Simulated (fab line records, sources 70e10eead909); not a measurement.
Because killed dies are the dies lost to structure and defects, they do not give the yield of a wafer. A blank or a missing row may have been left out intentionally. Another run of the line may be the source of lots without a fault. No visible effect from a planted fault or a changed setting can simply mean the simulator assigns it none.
fab line records ; flow nand_harc ; part 2 of 2: steps 27 to 36 of 36
[record] lots = 5; wafers = 15; last_day = 33
route steps=1302 shown P_M2@345 P_BONDPAD@351
lots that met no fault: taken from a fault-free run of the same line
start_h: the number of hours between the record's first day and the start of the first shown wafer of the lot ; wait_h: time in hours since the lot's previous step ; " identical to the entry in the row above ; L1.1+2: several wafers, shown together as one row ; - either no value or no given start ; * or withheld: withheld ; < > ~ a bound
route shown NAME@n: names a module that has steps shown in the file, with the first one's number in the route ; usual: mean/standard deviation of fault-free wafers ; same: alike in all rows ; chamber/n: place in a boat ; sites: readings site by site ; _std_site: how widely they spread, as a standard deviation ; _edge_site: the outer-site mean with the inner-site mean subtracted ; radius_mm: how far each site lies from the wafer's centre ; mask NAME#n: copy n ; behind: the last tool/chamber to shape the wafer ; hold: reason for holding the lot/hours on hold/outcome of the hold ; device: whichever transistor did not switch (one of n, p or np) ; end of line: tests run on the same wafers once the route is complete ; a step without rows: its recipe alone ; killed: not the wafer's yield, but the dies lost to structure and defects at the first sort ; map: shows each die of a wafer: x if killed, . if not, _ if none is there
set.NAME: the setting as run; set.NAME@STEP: as run at that earlier step ; model.NAME: the simulator's own value behind a step, which no gauge read
lots seen at some steps along the route; tables by step, rows by wafer
services: from which hour (start_h, from the record's first day; less than 0 if before it) a tool's chamber was out of use, for how many hours, and why
[[steps]]
[step NHARC_P_BONDPAD_ETCH_24]
[recipe] target_depth_a = 300; over_etch_frac = 0.3; time_s = 72.99; ion_energy_ev = 150; cf4_flow_sccm = 50; n2_flow_sccm = 100; ar_flow_sccm = 150; rf_w = 300; bias_w = 100; chemistry = CF4/N2
[usual] drypump_motor_current_A = 5.7/0.44; oes_product_au = 0.997/0.0084; rf_vpp_V = 313.6/2.3; showerhead_plenum_p_Torr = 2.59/0.13; throttle_valve_pct = 19.794/0.0093
lot.wafer;tool;chamber;start_h;wait_h;drypump_motor_current_A;oes_product_au;rf_hours_counter_h;rf_vpp_V;showerhead_plenum_p_Torr;throttle_valve_pct
L075.1;rie_diel-12;3;-;-;6.1;0.997;2.1;313.2;2.58;19.795
L075.4;rie_diel-12;0;-;-;5.7;0.992;2.1;316.4;2.80;19.784
L075.5;rie_diel-12;0;-;-;5.6;0.987;-;316.9;2.80;19.791
L077.4;rie_diel-06;2;-;-;5.5;1.002;0.5;318.1;2.83;19.787
L077.2;rie_diel-06;3;-;-;6.0;0.999;0.7;311.5;2.51;19.781
L077.5;rie_diel-06;0;-;-;5.2;1.012;-;310.5;2.46;19.806
L083.4;rie_diel-12;2;-;-;4.7;0.987;6.0;314.8;2.72;19.791
L083.5;rie_diel-12;3;-;-;6.1;0.997;-;314.2;2.58;19.778
L083.6;rie_diel-12;0;-;-;5.7;0.996;-;317.1;2.79;19.807
L084.3;rie_diel-12;1;239.17;0.2;6.2;0.990;6.3;312.6;2.53;19.783
L084.4;rie_diel-12;3;239.17;0.2;6.1;0.990;-;314.3;2.58;19.810
L084.6;rie_diel-12;0;239.17;0.2;5.6;0.978;-;317.0;2.79;19.799
L095.3;rie_diel-12;0;-;-;5.6;0.989;2.9;316.6;2.79;19.791
L095.6;rie_diel-12;3;-;-;6.1;1.000;-;313.3;2.58;19.777
L095.5;rie_diel-12;0;-;-;5.7;0.989;-;316.2;2.79;19.787
[step NHARC_P_BONDPAD_STRIP_16]
[recipe] time_s = 600; temp_c = 30; chemistry = post_etch_residue_remover
lot.wafer;tool;chamber;start_h;wait_h
L075.1+5+4;wet_bench-10;7,0,1;146.98;-
L077.4+2+5;wet_bench-08;5,7,0;163.20;-
L083.4+6+5;wet_bench-10;4,0,1;228.80;-
L084.3+6+4;wet_bench-08;7,1,2;239.34;-
L095.6+3+5;wet_bench-08;6,7,3;342.39;-
[step NHARC_P_BONDPAD_DEGAS_25]
[recipe] temp_c = 300; time_s = 60
[usual] heater_power_w = 468/23; susceptor_temp_C = 300.00/0.19
lot.wafer;tool;chamber;start_h;wait_h;heater_power_w;susceptor_temp_C
L075.4;pvd_sputter-02;-;147.26;-;466;299.64
L075.1;pvd_sputter-02;-;147.26;-;481;300.08
L075.5;pvd_sputter-02;-;147.26;-;482;300.38
L077.4;pvd_sputter-01;-;163.46;-;442;300.14
L077.2;pvd_sputter-01;-;163.46;-;493;299.89
L077.5;pvd_sputter-01;-;163.46;-;499;300.17
L083.4;pvd_sputter-02;-;229.08;-;468;299.80
L083.6;pvd_sputter-02;-;229.08;-;481;300.03
L083.5;pvd_sputter-02;-;229.08;-;476;299.93
L084.3;pvd_sputter-01;-;239.63;-;435;-
L084.4;pvd_sputter-01;-;239.63;-;465;-
L084.6;pvd_sputter-01;-;239.63;-;434;-
L095.3;pvd_sputter-03;-;342.67;-;492;-
L095.6;pvd_sputter-03;-;342.67;-;474;-
L095.5;pvd_sputter-03;-;342.67;-;471;-
[step NHARC_P_BONDPAD_PRE_CLEAN_26]
[recipe] time_s = 30; temp_c = 280; gas = H2/He
[usual] heater_power_w = 410/22; susceptor_temp_C = 280.00/0.19
lot.wafer;tool;chamber;start_h;wait_h;heater_power_w;susceptor_temp_C
L075.1;pvd_sputter-02;-;-;-;408;279.73
L075.4;pvd_sputter-02;-;-;-;422;280.11
L075.5;pvd_sputter-02;-;-;-;437;279.88
L077.4;pvd_sputter-01;-;-;-;402;-
L077.2;pvd_sputter-01;-;-;-;453;-
L077.5;pvd_sputter-01;-;-;-;408;-
L083.4;pvd_sputter-02;-;-;-;405;-
L083.5;pvd_sputter-02;-;-;-;421;-
L083.6;pvd_sputter-02;-;-;-;409;-
L084.4;pvd_sputter-01;-;-;-;412;279.89
L084.3;pvd_sputter-01;-;-;-;445;280.12
L084.6;pvd_sputter-01;-;-;-;381;280.28
L095.3;pvd_sputter-03;-;-;-;443;280.17
L095.5;pvd_sputter-03;-;-;-;376;280.12
L095.6;pvd_sputter-03;-;-;-;437;280.05
[step NHARC_P_BONDPAD_PVD_17]
[recipe] target_thk_a = 50; bias_v = 168.6; power_w = 15000; chamber_pressure_pa = 0.12; time_s = 8.06; substrate_temp_c = 50; material = TaN
[usual] throttle_valve_pct = 30.4/1.1
lot.wafer;tool;chamber;start_h;wait_h;throttle_valve_pct
L075.1;pvd_sputter-02;-;-;-;30.5
L075.4;pvd_sputter-02;-;-;-;32.1
L075.5;pvd_sputter-02;-;-;-;31.8
L077.4;pvd_sputter-01;-;-;-;30.2
L077.2;pvd_sputter-01;-;-;-;28.4
L077.5;pvd_sputter-01;-;-;-;30.2
L083.4;pvd_sputter-02;-;-;-;32.4
L083.6;pvd_sputter-02;-;-;-;31.7
L083.5;pvd_sputter-02;-;-;-;29.6
L084.4;pvd_sputter-01;-;-;-;29.9
L084.3;pvd_sputter-01;-;-;-;31.1
L084.6;pvd_sputter-01;-;-;-;31.1
L095.3;pvd_sputter-03;-;-;-;29.9
L095.5;pvd_sputter-03;-;-;-;29.4
L095.6;pvd_sputter-03;-;-;-;28.9
[step NHARC_P_BONDPAD_PVD_27]
[recipe] target_thk_a = 300; chamber_pressure_pa = 5; power_w = 5000; substrate_temp_c = 30; time_s = 20.49; material = Cu
[usual] throttle_valve_pct = 30.4/1.1
lot.wafer;tool;chamber;start_h;wait_h;throttle_valve_pct
L075.1;pvd_sputter-02;-;-;-;32.2
L075.4;pvd_sputter-02;-;-;-;30.1
L075.5;pvd_sputter-02;-;-;-;31.9
L077.4;pvd_sputter-01;-;-;-;30.2
L077.2;pvd_sputter-01;-;-;-;30.5
L077.5;pvd_sputter-01;-;-;-;30.3
L083.4;pvd_sputter-02;-;-;-;31.9
L083.5;pvd_sputter-02;-;-;-;29.7
L083.6;pvd_sputter-02;-;-;-;30.1
L084.3;pvd_sputter-01;-;-;-;28.5
L084.4;pvd_sputter-01;-;-;-;30.9
L084.6;pvd_sputter-01;-;-;-;28.9
L095.3;pvd_sputter-03;-;-;-;29.2
L095.5;pvd_sputter-03;-;-;-;29.3
L095.6;pvd_sputter-03;-;-;-;30.9
[step NHARC_P_BONDPAD_ECD_18]
[recipe] target_thk_a = 4000; bath_temp_c = 25; material = Cu
lot.wafer;tool;chamber;start_h;wait_h
L075.1+4+5;ecd_cu-02;0,0,1;147.61;-
L077.2+4+5;ecd_cu-02;1,0,0;163.87;-
L083.4+6+5;ecd_cu-01;1,1,0;229.53;-
L084.3+4+6;ecd_cu-01;0,1,1;240.09;-
L095.3+6+5;ecd_cu-02;0,1,0;343.19;-
[step NHARC_P_BONDPAD_ANNEAL_28]
[recipe] temp_c = 225; time_s = 90
[usual] wafer_temp_C_max = 225.9/0.35
lot.wafer;tool;chamber;start_h;wait_h;wafer_temp_C_max
L075.1;rtp_anneal-01;0;147.98;-;225.9
L075.4;rtp_anneal-01;0;147.98;-;226.8
L075.5;rtp_anneal-01;0;147.98;-;226.1
L077.2;rtp_anneal-01;0;164.25;0.3;226.2
L077.4;rtp_anneal-01;0;164.25;0.3;225.9
L077.5;rtp_anneal-01;0;164.25;0.3;225.7
L083.4;rtp_anneal-02;0;229.96;-;226.0
L083.5;rtp_anneal-02;0;229.96;-;226.0
L083.6;rtp_anneal-02;0;229.96;-;226.0
L084.3;rtp_anneal-02;0;240.47;0.3;225.6
L084.4;rtp_anneal-02;0;240.47;0.3;225.4
L084.6;rtp_anneal-02;0;240.47;0.3;225.5
L095.3;rtp_anneal-02;0;343.52;0.3;225.5
L095.5;rtp_anneal-02;0;343.52;0.3;225.6
L095.6;rtp_anneal-02;0;343.52;0.3;225.3
[step NHARC_P_BONDPAD_CMP_19]
[recipe] t_overpolish_s = 30; cu_recess_touch_s = 16; target_thk_nm = 160.81
[usual] motor_current_A = 11.4/1.3; overpolish_run_s = 30.000/0.0096; slurry_filter_dp_kPa = 13.51/0.14
[same] cu_recess_touch_s = 16
lot.wafer;tool;chamber;start_h;wait_h;motor_current_A;overpolish_run_s;slurry_filter_dp_kPa
L075.4;cmp-04;2;148.36;-;13.3;30.002;13.40
L075.1;cmp-04;3;148.36;-;10.7;29.996;13.53
L075.5;cmp-04;2;148.36;-;14.1;30.011;13.37
L077.2;cmp-01;1;164.54;-;9.8;30.005;13.43
L077.4;cmp-01;2;164.54;-;11.0;30.004;13.50
L077.5;cmp-01;2;164.54;-;11.3;29.999;13.70
L083.4;cmp-01;2;230.18;-;11.1;30.004;13.31
L083.6;cmp-01;1;230.18;-;9.6;29.997;13.66
L083.5;cmp-01;2;230.18;-;10.7;29.997;13.55
L084.3;cmp-04;3;240.71;-;10.4;30.015;13.40
L084.4;cmp-04;1;240.71;-;12.1;29.992;13.32
L084.6;cmp-04;0;240.71;-;11.8;30.001;13.44
L095.3;cmp-04;3;343.76;-;10.4;29.984;13.55
L095.5;cmp-04;3;343.76;-;10.4;29.985;13.37
L095.6;cmp-04;0;343.76;-;12.3;30.004;13.40
[step NHARC_P_BONDPAD_THK_MEAS_20]
[recipe] thk_meas_gauge = xrf
[usual] thk_nm = 160.5/1.6
lot.wafer;tool;chamber;start_h;wait_h;thk_nm
L075.1;film_metro-01;-;148.65;-;159.3
L075.4;film_metro-01;-;148.65;-;160.1
L075.5;film_metro-01;-;148.65;-;160.9
L077.2;film_metro-01;-;164.86;-;161.0
L077.4;film_metro-01;-;164.86;-;162.4
L077.5;film_metro-01;-;164.86;-;163.0
L083.4;film_metro-02;-;230.47;-;161.7
L083.5;film_metro-02;-;230.47;-;163.0
L083.6;film_metro-02;-;230.47;-;157.9
L084.3;film_metro-01;-;241.04;-;159.8
L084.4;film_metro-01;-;241.04;-;157.4
L084.6;film_metro-01;-;241.04;-;160.7
L095.3;film_metro-02;-;344.08;-;159.8
L095.5;film_metro-02;-;344.08;-;160.2
L095.6;film_metro-02;-;344.08;-;161.1
[[services]]
tool;chamber;start_h;hours;kind
litho_track-05;-;124.00;7.0;pm
rie_diel-06;-;130.20;9.0;pm
rie_diel-12;2;132.61;3.4;repair
wet_bench-10;-;135.20;8.0;pm
rie_diel-06;-;150.93;0.2;repair
rie_diel-12;2;171.27;3.3;repair
pvd_sputter-01;-;171.40;5.8;repair
rie_diel-03;1;183.13;3.3;repair
pvd_sputter-02;-;198.26;3.9;repair
rie_diel-06;0;212.87;4.9;repair
pvd_sputter-01;-;226.01;10.0;pm
litho_track-02;-;227.00;7.0;pm
rie_diel-06;1;227.76;8.0;repair
rie_diel-03;1;232.40;4.1;repair
rie_diel-12;2;236.78;9.8;repair
pvd_sputter-01;-;240.16;9.6;repair
rie_diel-06;2;254.58;3.1;repair
rie_diel-12;-;268.52;9.0;pm
litho_track-03;-;275.00;7.0;pm
rie_diel-03;-;281.30;9.0;pm
pvd_sputter-02;-;282.00;10.0;pm
rie_diel-06;1;297.69;22.5;repair
litho_track-05;-;299.00;7.0;pm
wet_bench-10;-;311.20;8.0;pm
